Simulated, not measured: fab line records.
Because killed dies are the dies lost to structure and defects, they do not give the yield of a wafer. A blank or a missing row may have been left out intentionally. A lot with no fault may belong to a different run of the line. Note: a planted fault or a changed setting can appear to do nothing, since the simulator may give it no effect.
Matching of chambers / flow n5_finfet / N5_BEOL_M14_ETCH_67 on rie_diel-01: 4 sister chambers
The step etches SiARC in CF4, target depth 143 nm, time 238.3 s. 22 wafers are shown with their chamber, then 11 later ones without.

## WAFERS, EACH WITH ITS CHAMBER
wafer=L077.1; chamber=1; showerhead_plenum_p_Torr (Torr)=2.15; drypump_motor_current_A (A)=5.2; throttle_valve_pct (%)=15.52
wafer=L077.2; chamber=2; showerhead_plenum_p_Torr (Torr)=2.20; drypump_motor_current_A (A)=5.0; throttle_valve_pct (%)=15.97
wafer=L077.3; chamber=0; showerhead_plenum_p_Torr (Torr)=2.15; drypump_motor_current_A (A)=6.4; throttle_valve_pct (%)=15.46
wafer=L077.4; chamber=3; showerhead_plenum_p_Torr (Torr)=2.21; drypump_motor_current_A (A)=5.3; throttle_valve_pct (%)=15.75
wafer=L077.5; chamber=2; showerhead_plenum_p_Torr (Torr)=2.20; drypump_motor_current_A (A)=5.0; throttle_valve_pct (%)=15.97
wafer=L077.6; chamber=1; showerhead_plenum_p_Torr (Torr)=2.15; drypump_motor_current_A (A)=5.3; throttle_valve_pct (%)=15.48
wafer=L075.2; chamber=1; showerhead_plenum_p_Torr (Torr)=2.15; drypump_motor_current_A (A)=5.2; throttle_valve_pct (%)=15.50
wafer=L075.4; chamber=2; showerhead_plenum_p_Torr (Torr)=2.20; drypump_motor_current_A (A)=4.9; throttle_valve_pct (%)=15.95
wafer=L075.6; chamber=0; showerhead_plenum_p_Torr (Torr)=2.15; drypump_motor_current_A (A)=6.4; throttle_valve_pct (%)=15.47
wafer=L080.1; chamber=1; showerhead_plenum_p_Torr (Torr)=2.15; drypump_motor_current_A (A)=5.3; throttle_valve_pct (%)=15.53
wafer=L080.3; chamber=2; showerhead_plenum_p_Torr (Torr)=2.20; drypump_motor_current_A (A)=5.0; throttle_valve_pct (%)=15.98
wafer=L080.6; chamber=2; showerhead_plenum_p_Torr (Torr)=2.20; drypump_motor_current_A (A)=5.0; throttle_valve_pct (%)=15.97
wafer=L081.2; chamber=2; showerhead_plenum_p_Torr (Torr)=2.20; drypump_motor_current_A (A)=4.9; throttle_valve_pct (%)=15.97
wafer=L081.3; chamber=3; showerhead_plenum_p_Torr (Torr)=2.21; drypump_motor_current_A (A)=5.3; throttle_valve_pct (%)=15.79
wafer=L081.5; chamber=2; showerhead_plenum_p_Torr (Torr)=2.20; drypump_motor_current_A (A)=4.9; throttle_valve_pct (%)=15.98
wafer=L074.1; chamber=1; showerhead_plenum_p_Torr (Torr)=2.15; drypump_motor_current_A (A)=5.2; throttle_valve_pct (%)=15.52
wafer=L074.2; chamber=3; showerhead_plenum_p_Torr (Torr)=2.21; drypump_motor_current_A (A)=5.3; throttle_valve_pct (%)=15.79
wafer=L074.3; chamber=2; showerhead_plenum_p_Torr (Torr)=2.20; drypump_motor_current_A (A)=5.0; throttle_valve_pct (%)=15.98
wafer=L074.4; chamber=0; showerhead_plenum_p_Torr (Torr)=2.14; drypump_motor_current_A (A)=6.4; throttle_valve_pct (%)=15.49
wafer=L074.5; chamber=2; showerhead_plenum_p_Torr (Torr)=2.20; drypump_motor_current_A (A)=5.0; throttle_valve_pct (%)=15.97
wafer=L074.6; chamber=1; showerhead_plenum_p_Torr (Torr)=2.15; drypump_motor_current_A (A)=5.2; throttle_valve_pct (%)=15.53
wafer=L085.2; chamber=3; showerhead_plenum_p_Torr (Torr)=2.21; drypump_motor_current_A (A)=5.3; throttle_valve_pct (%)=15.80

SIGNATURES (means of the wafers above)
reading=showerhead_plenum_p_Torr; chamber 0=2.1467; chamber 1=2.1500; chamber 2=2.2000; chamber 3=2.2100; scatter within a chamber=0.00192
reading=drypump_motor_current_A; chamber 0=6.400; chamber 1=5.233; chamber 2=4.967; chamber 3=5.300; scatter within a chamber=0.043
reading=throttle_valve_pct; chamber 0=15.4733; chamber 1=15.5133; chamber 2=15.9711; chamber 3=15.7825; scatter within a chamber=0.0159
Rule: distance of a wafer from a chamber = root of the sum over the readings of ((wafer's reading minus chamber's mean) / reading's scatter) squared. If the next closest chamber is less than 2 further off than the closest, the wafer can't be placed; otherwise it belongs to the closest. How the scatter is found: for the shown wafers, subtract from each reading the mean of its chamber, square and add these, divide the total by (wafers less chambers), then take the root.

## WAFERS MISSING THEIR CHAMBER
wafer=L085.3; showerhead_plenum_p_Torr (Torr)=2.20; drypump_motor_current_A (A)=4.9; throttle_valve_pct (%)=16.00
wafer=L085.6; showerhead_plenum_p_Torr (Torr)=2.21; drypump_motor_current_A (A)=5.3; throttle_valve_pct (%)=15.79
wafer=L088.2; showerhead_plenum_p_Torr (Torr)=2.14; drypump_motor_current_A (A)=6.4; throttle_valve_pct (%)=15.53
wafer=L088.3; showerhead_plenum_p_Torr (Torr)=2.19; drypump_motor_current_A (A)=5.0; throttle_valve_pct (%)=16.02
wafer=L088.5; showerhead_plenum_p_Torr (Torr)=2.14; drypump_motor_current_A (A)=6.4; throttle_valve_pct (%)=15.51
wafer=L091.3; showerhead_plenum_p_Torr (Torr)=2.13; drypump_motor_current_A (A)=6.4; throttle_valve_pct (%)=15.50
wafer=L091.5; showerhead_plenum_p_Torr (Torr)=2.14; drypump_motor_current_A (A)=5.2; throttle_valve_pct (%)=15.56
wafer=L091.6; showerhead_plenum_p_Torr (Torr)=2.19; drypump_motor_current_A (A)=4.9; throttle_valve_pct (%)=16.03
wafer=L093.1; showerhead_plenum_p_Torr (Torr)=2.14; drypump_motor_current_A (A)=5.2; throttle_valve_pct (%)=15.61
wafer=L093.2; showerhead_plenum_p_Torr (Torr)=2.13; drypump_motor_current_A (A)=6.3; throttle_valve_pct (%)=15.55
wafer=L093.4; showerhead_plenum_p_Torr (Torr)=2.14; drypump_motor_current_A (A)=5.2; throttle_valve_pct (%)=15.59

## WHICH CHAMBER EACH WENT THROUGH
wafer=L085.3; from the rows above=2; in truth=2
wafer=L085.6; from the rows above=3; in truth=3
wafer=L088.2; from the rows above=0; in truth=0
wafer=L088.3; from the rows above=2; in truth=2
wafer=L088.5; from the rows above=0; in truth=0
wafer=L091.3; from the rows above=0; in truth=0
wafer=L091.5; from the rows above=1; in truth=1
wafer=L091.6; from the rows above=2; in truth=2
wafer=L093.1; from the rows above=1; in truth=1
wafer=L093.2; from the rows above=0; in truth=0
wafer=L093.4; from the rows above=1; in truth=1
Correctly placed: 11 of 11. From these rows, 0 cannot be placed. 0 placed wrongly.
